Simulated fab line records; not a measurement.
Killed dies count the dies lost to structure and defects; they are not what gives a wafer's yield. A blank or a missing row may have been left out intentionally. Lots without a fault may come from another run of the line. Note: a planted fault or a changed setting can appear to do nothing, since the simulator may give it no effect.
Which tool is to blame?    flow nand harc    12 lots, 36 wafers sampled, at 5 steps of a route of 1302

WHAT THE GAUGES SHOWED, per wafer
NHARC_END_SORT_01.
lot   measured      on         killed at array  killed at other  killed at periphery  killed dies  killed open  killed short
L660  day 26 23:09  prober-01  49 38 46         0 3 0            3 1 6                52 42 52     6 4 5        4 0 4
L662  day 28 05:41  prober-01  32 30 22         1 1 0            4 3 5                37 34 27     3 6 3        1 2 4
L664  day 29 04:14  prober-02  56 51 59         1 0 0            5 6 3                62 57 62     5 2 5        5 6 2
L672  day 31 19:32  prober-01  40 35 51         0 1 0            3 4 2                43 40 53     1 3 2        1 3 2

WHICH TOOL RAN EACH LOT (tool, then ch and the chambers of the sampled wafers, then the start)
lot   NHARC_A_CHANNEL_HOLE_D2_ETCH_21   NHARC_A_CHANNEL_HOLE_D2_ETCH_26   NHARC_A_CHANNEL_HOLE_D2_ETCH_27   NHARC_A_CHANNEL_FILL_D2_PRECLEAN_00
L655  har etch-02 ch 0,1, day 13 17:14  har etch-02 ch 0,1, day 13 20:31  har etch-02 ch 0,1, day 13 20:42  wet bench-03 ch 1,6,7, day 13 22:27
L656  har etch-01 ch 0,1, day 13 18:12  har etch-01 ch 0,1, day 13 21:34  har etch-01 ch 0,1, day 13 21:46  wet bench-01 ch 0,3,4, day 13 23:33
L657  har etch-01 ch 0,1, day 14 13:20  har etch-01 ch 0,1, day 14 16:35  har etch-01 ch 0,1, day 14 16:47  wet bench-05 ch 1,2,3, day 14 18:31
L658  har etch-02 ch 0,1, day 14 18:47  har etch-02 ch 0,1, day 14 22:07  har etch-02 ch 0,1, day 14 22:18  wet bench-01 ch 2,3,6, day 15 00:04
L660  har etch-02 ch 1, day 15 13:27    har etch-02 ch 1, day 15 16:44    har etch-02 ch 1, day 15 16:56    wet bench-03 ch 0,4,6, day 15 18:40
L662  har etch-01 ch 0,1, day 17 06:14  har etch-01 ch 0,1, day 17 09:34  har etch-01 ch 0,1, day 17 09:46  wet bench-01 ch 0,2,3, day 17 11:34
L664  har etch-02 ch 0,1, day 17 18:44  har etch-02 ch 0,1, day 17 21:59  har etch-02 ch 0,1, day 17 22:11  wet bench-05 ch 0,3,6, day 18 00:04
L673  har etch-01 ch 0,1, day 20 12:29  har etch-01 ch 0,1, day 20 15:50  har etch-01 ch 0,1, day 20 16:02  wet bench-03 ch 0,3,6, day 20 17:58
L672  har etch-02 ch 0,1, day 20 18:20  har etch-02 ch 0,1, day 20 21:41  har etch-02 ch 0,1, day 20 21:53  wet bench-03 ch 3,6,7, day 20 23:40
L674  har etch-02 ch 0,1, day 21 06:29  har etch-02 ch 0,1, day 21 09:50  har etch-02 ch 0,1, day 21 10:02  wet bench-03 ch 1,2,5, day 21 11:49
L676  har etch-01 ch 0,1, day 22 05:22  har etch-01 ch 0,1, day 22 08:43  har etch-01 ch 0,1, day 22 08:55  wet bench-01 ch 0,3,6, day 22 10:43
L677  har etch-02 ch 0,1, day 22 16:13  har etch-02 ch 0,1, day 22 19:31  har etch-02 ch 0,1, day 22 19:43  wet bench-01 ch 2,4,5, day 22 21:28
- NHARC_A_CHANNEL_HOLE_D2_ETCH_21: etches the open film in C4F8/O2/Ar, time 514.3 s, target depth 1600 nm.
- NHARC_A_CHANNEL_HOLE_D2_ETCH_26: etches the open film in C4F8/O2/Ar, time 224.1 s, target depth 300 nm.
- NHARC_A_CHANNEL_HOLE_D2_ETCH_27: etches the open film in C4F8/O2/Ar, time 90 s, target depth 400 nm.
- NHARC_A_CHANNEL_FILL_D2_PRECLEAN_00: cleans in SC1.

AS READ BY THE TOOLS THEMSELVES (means over the sampled wafers that have a number; for cases with no such wafer, the mark the record gives instead)
NHARC_A_CHANNEL_HOLE_D2_ETCH_21.
lot   tool         drypump motor current A (A)  showerhead plenum p Torr (Torr)  throttle valve pct (%)
L655  har etch-02  5.8                          3.60                             32.164
L656  har etch-01  5.2                          3.68                             32.162
L657  har etch-01  5.3                          3.68                             32.163
L658  har etch-02  5.9                          3.52                             32.154
L660  har etch-02  6.1                          3.44                             32.157
L662  har etch-01  5.2                          3.66                             32.159
L664  har etch-02  5.8                          3.74                             32.151
L673  har etch-01  5.3                          3.63                             32.150
L672  har etch-02  5.9                          3.81                             32.154
L674  har etch-02  5.9                          3.81                             32.155
L676  har etch-01  5.3                          3.62                             32.154
L677  har etch-02  5.8                          3.70                             32.146

NHARC_A_CHANNEL_HOLE_D2_ETCH_26.
lot   tool         drypump motor current A (A)  showerhead plenum p Torr (Torr)  throttle valve pct (%)
L655  har etch-02  5.8                          3.64                             24.581
L656  har etch-01  5.2                          3.72                             24.587
L657  har etch-01  5.3                          3.72                             24.582
L658  har etch-02  5.9                          3.55                             24.575
L660  har etch-02  6.1                          3.47                             24.592
L662  har etch-01  5.3                          3.70                             24.582
L664  har etch-02  5.8                          3.79                             24.588
L673  har etch-01  5.3                          3.67                             24.579
L672  har etch-02  6.0                          3.86                             24.588
L674  har etch-02  5.9                          3.86                             24.584
L676  har etch-01  5.3                          3.66                             24.578
L677  har etch-02  5.8                          3.75                             24.587

NHARC_A_CHANNEL_HOLE_D2_ETCH_27.
lot   tool         drypump motor current A (A)  showerhead plenum p Torr (Torr)  throttle valve pct (%)
L655  har etch-02  5.8                          3.64                             27.625
L656  har etch-01  5.2                          3.72                             27.624
L657  har etch-01  5.3                          3.72                             27.628
L658  har etch-02  5.9                          3.55                             27.620
L660  har etch-02  6.1                          3.47                             27.618
L662  har etch-01  5.3                          3.69                             27.619
L664  har etch-02  5.8                          3.78                             27.628
L673  har etch-01  5.3                          3.67                             27.623
L672  har etch-02  5.9                          3.85                             27.614
L674  har etch-02  5.9                          3.85                             27.620
L676  har etch-01  5.3                          3.65                             27.614
L677  har etch-02  5.8                          3.74                             27.624

NHARC_A_CHANNEL_FILL_D2_PRECLEAN_00.
lot   tool          bath guard temp C (C)
L655  wet bench-03  49.6
L656  wet bench-01  49.7
L657  wet bench-05  49.6
L658  wet bench-01  50.0
L660  wet bench-03  49.7
L662  wet bench-01  -
L664  wet bench-05  -
L673  wet bench-03  49.3
L672  wet bench-03  49.8
L674  wet bench-03  50.1
L676  wet bench-01  49.5
L677  wet bench-01  49.9

THE ANSWER, worked out from the rows above alone
Rule: what is usual is taken from the lots themselves. The widest of any qualifying gaps counts: lots, ordered by their means at a reading, are off when they make up no more than a third of the lots, leave a main group of 4 or more, and stand apart from it by 3 or more times the standard deviation of that group's means. A main group is skipped when, at the precision printed for the reading in the tables above, its means are all equal. Also off: a lot with no number at a reading for which 4 or more lots have one. The other lots that the step has rows for count as sound. First the gauges in route order, then the tools' own readings, where a lot's mean is used as printed above. The first step at which some lot is off is used, and at that step the reading that is off furthest; a lot without a number counts as furthest.
Off: L662, L664, at NHARC_A_CHANNEL_FILL_D2_PRECLEAN_00 (bath guard temp C). Without a number there: L662, L664. Mean 49.7 C and standard deviation 0.23 in the main group.
If a tool, at that step or one of the process steps before it, ran each lot that is off and ran no sound lot following the first of them, it fits. No candidate that was tried fits.

WHAT HAD BEEN PUT IN BY THE SIMULATOR
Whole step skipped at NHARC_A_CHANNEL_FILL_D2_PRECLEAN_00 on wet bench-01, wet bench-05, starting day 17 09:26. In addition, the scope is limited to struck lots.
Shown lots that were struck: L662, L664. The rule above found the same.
